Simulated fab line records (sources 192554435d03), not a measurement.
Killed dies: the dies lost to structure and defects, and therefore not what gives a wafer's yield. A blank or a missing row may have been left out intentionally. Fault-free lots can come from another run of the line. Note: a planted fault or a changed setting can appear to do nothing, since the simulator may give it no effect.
The tool behind it: which one? + flow n5Finfet + Sampling: 11 lots, 33 wafers, 5 of 1938 route steps

== WHAT THE GAUGES READ, wafer by wafer ==
The record holds no reading of a measuring or inspecting step that can be judged against a usual standard deviation.

== WHICH TOOL RAN EACH LOT (tool, then ch and the chambers of the sampled wafers, then the start) ==
| lot  | N5_SDB_PRECLEAN_39                | N5_BEOL_M15_STRIP_63                         | N5_MIM_BOT_SPUTTER_00       | N5_MIM_TOP_ETCH_STRIP_01          | N5_PASSIVATION_PROBE_49 |
|------|-----------------------------------|----------------------------------------------|-----------------------------|-----------------------------------|-------------------------|
| L675 | wetBench-06 ch 0,6,7, day 3 20:20 | rieDiel-03 ch 0,2,3, day 12 22:34 or earlier | pvdSputter-03, day 12 22:34 | rieDiel-01 ch 0,2, day 13 01:11   | -                       |
| L676 | wetBench-06 ch 2,3,5, day 4 03:33 | rieDiel-04 ch 0,2, day 12 09:16 or earlier   | pvdSputter-02, day 12 09:16 | rieDiel-01 ch 1,3, day 12 13:03   | -                       |
| L677 | wetBench-06 ch 3,5,7, day 4 09:08 | rieDiel-04 ch 1,2,3, day 13 17:18 or earlier | pvdSputter-02, day 13 17:18 | rieDiel-01 ch 0,1,2, day 13 19:04 | -                       |
| L678 | wetBench-06 ch 1,5,7, day 4 13:23 | rieDiel-04 ch 0,2,3, day 13 20:41 or earlier | pvdSputter-01, day 13 20:41 | rieDiel-01 ch 0,2,3, day 13 22:20 | -                       |
| L682 | wetBench-06 ch 4,5,6, day 5 15:08 | rieDiel-04 ch 0,1,3, day 13 18:07 or earlier | pvdSputter-01, day 13 18:07 | rieDiel-04 ch 0,1, day 13 21:31   | -                       |
| L683 | wetBench-04 ch 1,2,6, day 5 21:53 | rieDiel-04 ch 0,1,3, day 14 11:14 or earlier | pvdSputter-02, day 14 11:14 | rieDiel-04 ch 0,1,3, day 14 12:38 | -                       |
| L686 | wetBench-06 ch 0,4,7, day 6 13:58 | rieDiel-04 ch 0,1,3, day 14 11:36 or earlier | pvdSputter-01, day 14 11:36 | rieDiel-04 ch 0,1, day 14 15:01   | prober-02, day 15 01:25 |
| L687 | wetBench-06 ch 0,3,7, day 6 18:14 | rieDiel-04 ch 2,3, day 15 17:41 or earlier   | pvdSputter-03, day 15 17:41 | rieDiel-04 ch 0,1,3, day 15 21:51 | prober-02, day 16 08:40 |
| L695 | wetBench-04 ch 0,2,7, day 8 17:54 | rieDiel-03 ch 0,1,3, day 16 21:45 or earlier | pvdSputter-01, day 16 21:45 | rieDiel-01 ch 2,3, day 17 00:14   | -                       |
| L696 | wetBench-03 ch 5,6,7, day 9 01:37 | rieDiel-03 ch 2,3, day 17 14:37 or earlier   | pvdSputter-03, day 17 14:37 | rieDiel-01 ch 0,2,3, day 17 18:05 | -                       |
| L698 | wetBench-03 ch 0,2,6, day 9 15:07 | rieDiel-04 ch 0,1,2, day 18 03:28 or earlier | pvdSputter-03, day 18 03:28 | rieDiel-01 ch 0,1,3, day 18 05:03 | -                       |
- N5_SDB_PRECLEAN_39: cleans in O3/DIW, time 45 s.
- N5_BEOL_M15_STRIP_63: strips in O2.
- N5_MIM_BOT_SPUTTER_00: material TiN, target thk 35 nm, time 89.7 s.
- N5_MIM_TOP_ETCH_STRIP_01: strips in O2.
- N5_PASSIVATION_PROBE_49

== WHAT THE TOOLS THEMSELVES READ (means of the sampled wafers that have a number; where no wafer has one, the mark that the record gives instead) ==
N5_BEOL_M15_STRIP_63. Usual: chamberPressureMTorr 30.00 mTorr, standard deviation 0.036; drypumpMotorCurrentA 5.6 A, standard deviation 0.34; oesProductAu 0.77 a.u., standard deviation 0.073; rfVppV 3.5 V, standard deviation 0.72; showerheadPlenumPTorr 2.10 Torr, standard deviation 0.064; throttleValvePct 16.69 %, standard deviation 0.23.
| lot  | tool       | chamberPressureMTorr (mTorr) | drypumpMotorCurrentA (A) | oesProductAu (a.u.) | rfVppV (V) | showerheadPlenumPTorr (Torr) | throttleValvePct (%) | flag |
|------|------------|------------------------------|--------------------------|---------------------|------------|------------------------------|----------------------|------|
| L675 | rieDiel-03 | 30.01                        | 5.8                      | 0.75                | 3.3        | 2.14                         | 16.90                |      |
| L676 | rieDiel-04 | 30.00                        | 5.8                      | 0.74                | 3.1        | 2.08                         | 16.86                |      |
| L677 | rieDiel-04 | 29.96                        | 5.6                      | 0.76                | 2.9        | 2.04                         | 16.61                |      |
| L678 | rieDiel-04 | 30.01                        | 5.6                      | 0.73                | 3.6        | 2.06                         | 16.69                |      |
| L682 | rieDiel-04 | 29.99                        | 5.5                      | 0.78                | 3.9        | 2.09                         | 16.63                |      |
| L683 | rieDiel-04 | 29.98                        | 5.5                      | 0.77                | 3.9        | 2.09                         | 16.64                |      |
| L686 | rieDiel-04 | 30.00                        | 5.4                      | 0.77                | 3.2        | 2.09                         | 16.64                |      |
| L687 | rieDiel-04 | 30.02                        | 5.3                      | 0.81                | 3.4        | 2.13                         | 16.39                |      |
| L695 | rieDiel-03 | 30.03                        | 5.6                      | 0.82                | 3.6        | 2.11                         | 16.64                |      |
| L696 | rieDiel-03 | 30.00                        | 5.8                      | 0.84                | 3.6        | 2.09                         | 16.68                |      |
| L698 | rieDiel-04 | 30.02                        | 5.8                      | 0.81                | 3.9        | 2.13                         | 16.71                |      |

N5_MIM_BOT_SPUTTER_00. Usual: substrateTempC 200.01 C, standard deviation 0.18; throttleValvePct 30.0 %, standard deviation 0.79.
| lot  | tool          | substrateTempC (C) | throttleValvePct (%) | flag |
|------|---------------|--------------------|----------------------|------|
| L675 | pvdSputter-03 | 200.10             | 30.3                 |      |
| L676 | pvdSputter-02 | 199.93             | 30.0                 |      |
| L677 | pvdSputter-02 | 200.04             | 29.1                 |      |
| L678 | pvdSputter-01 | 199.91             | 30.7                 |      |
| L682 | pvdSputter-01 | 199.82             | 30.1                 |      |
| L683 | pvdSputter-02 | 199.93             | 30.0                 |      |
| L686 | pvdSputter-01 | 200.08             | 29.3                 |      |
| L687 | pvdSputter-03 | 200.01             | 30.1                 |      |
| L695 | pvdSputter-01 | 199.91             | 30.6                 |      |
| L696 | pvdSputter-03 | 199.86             | 30.3                 |      |
| L698 | pvdSputter-03 | 199.98             | 30.2                 |      |

N5_MIM_TOP_ETCH_STRIP_01. Usual: chamberPressureMTorr 30.01 mTorr, standard deviation 0.075; drypumpMotorCurrentA 5.8 A, standard deviation 0.34; oesProductAu 0.76 a.u., standard deviation 0.073; rfVppV 3.7 V, standard deviation 1.3; showerheadPlenumPTorr 2.10 Torr, standard deviation 0.077; throttleValvePct 16.73 %, standard deviation 0.2.
| lot  | tool       | chamberPressureMTorr (mTorr) | drypumpMotorCurrentA (A) | oesProductAu (a.u.) | rfVppV (V) | showerheadPlenumPTorr (Torr) | throttleValvePct (%) | flag |
|------|------------|------------------------------|--------------------------|---------------------|------------|------------------------------|----------------------|------|
| L675 | rieDiel-01 | 29.93                        | 6.0                      | 0.76                | 4.4        | 2.16                         | 16.67                |      |
| L676 | rieDiel-01 | 30.10                        | 5.8                      | 0.72                | 3.5        | 2.00                         | 16.92                |      |
| L677 | rieDiel-01 | 30.01                        | 6.0                      | 0.72                | 3.6        | 2.10                         | 16.80                |      |
| L678 | rieDiel-01 | 30.05                        | 5.9                      | 0.75                | 3.0        | 2.10                         | 16.72                |      |
| L682 | rieDiel-04 | 30.04                        | 5.7                      | 0.78                | 3.7        | 2.10                         | 16.81                |      |
| L683 | rieDiel-04 | 29.97                        | 5.5                      | 0.78                | 3.4        | 2.09                         | 16.66                |      |
| L686 | rieDiel-04 | 30.07                        | 5.7                      | 0.80                | 3.7        | 2.08                         | 16.74                |      |
| L687 | rieDiel-04 | 30.04                        | 5.4                      | 0.76                | 4.0        | 2.08                         | 16.67                |      |
| L695 | rieDiel-01 | 30.00                        | 5.9                      | 0.70                | 3.7        | 2.04                         | 16.85                |      |
| L696 | rieDiel-01 | 29.97                        | 6.0                      | 0.73                | 4.3        | 2.09                         | 16.80                |      |
| L698 | rieDiel-01 | 30.03                        | 5.8                      | 0.80                | 3.3        | 2.12                         | 16.72                |      |

N5_PASSIVATION_PROBE_49. Usual: defectLimitedYield 91.6 %, standard deviation 1.4; killed_at_M0_to_M3 32, standard deviation 9.5; killed_at_M4_up 13, standard deviation 6; killedAtContacts 12, standard deviation 5.6; killedAtFrontEnd 39, standard deviation 11; killedAtOther 2.8, standard deviation 2.3; killedDies 99, standard deviation 16; killedOpen 65, standard deviation 12; killedShort 32, standard deviation 7.6; sort_bin_4_leakage 0.1 %, standard deviation 0.88; sort_bin_5_function 4.8 %, standard deviation 0.88; sort_bin_6_memory 3.2 %, standard deviation 0.65; sortNPass 1077, standard deviation 29; sortYieldPct 91.2 %, standard deviation 2.5.
| lot  | tool      | defectLimitedYield (%) | killed_at_M0_to_M3 | killed_at_M4_up | killedAtContacts | killedAtFrontEnd | killedAtOther | killedDies | killedOpen | killedShort | sort_bin_4_leakage (%) | sort_bin_5_function (%) | sort_bin_6_memory (%) | sortNPass | sortYieldPct (%) | flag |
|------|-----------|------------------------|--------------------|-----------------|------------------|------------------|---------------|------------|------------|-------------|------------------------|-------------------------|-----------------------|-----------|------------------|------|
| L686 | prober-02 | 79.3                   | 34                 | 11              | 7                | 190              | 2.7           | 245        | 59         | 34          | 0.0                    | 12.3                    | 4.4                   | 935       | 79.3             | OFF  |
| L687 | prober-02 | 80.6                   | 30                 | 22              | 7                | 165              | 4.3           | 228        | 76         | 29          | 0.0                    | 11.1                    | 4.5                   | 952       | 80.6             | OFF  |

== THE ANSWER, worked out from the rows above alone ==
Rule: a lot is off if the mean of its wafers that have a number lies more than 3 standard deviations from the usual mean. Also off: a lot with no number at a reading for which 4 or more lots have one. Where the step has rows for the other lots, those lots are counted as sound. The gauges are gone through in route order, then the tools' own readings, and for those a lot's mean is taken as printed above. At the first step where some lot is off, the reading lying furthest off is the one used; lots without a number count as furthest.
Off, at N5_PASSIVATION_PROBE_49 on killedAtFrontEnd: L686, L687. Neither off nor sound, because the step has no rows for them: L675, L676, L677, L678, L682, L683, L695, L696, L698.
If a tool, at that step or one of the process steps before it, ran each lot that is off and ran no sound lot following the first of them, it fits. N5_BEOL_M15_STRIP_63 gives no start for some lots, so the hours and the order of its lots are those of N5_MIM_BOT_SPUTTER_00. Can't be told from this: 3 tools fit, wetBench-06 at N5_SDB_PRECLEAN_39, rieDiel-04 at N5_BEOL_M15_STRIP_63 and N5_MIM_TOP_ETCH_STRIP_01, prober-02 at N5_PASSIVATION_PROBE_49.

== WHAT THE SIMULATOR PUT IN ==
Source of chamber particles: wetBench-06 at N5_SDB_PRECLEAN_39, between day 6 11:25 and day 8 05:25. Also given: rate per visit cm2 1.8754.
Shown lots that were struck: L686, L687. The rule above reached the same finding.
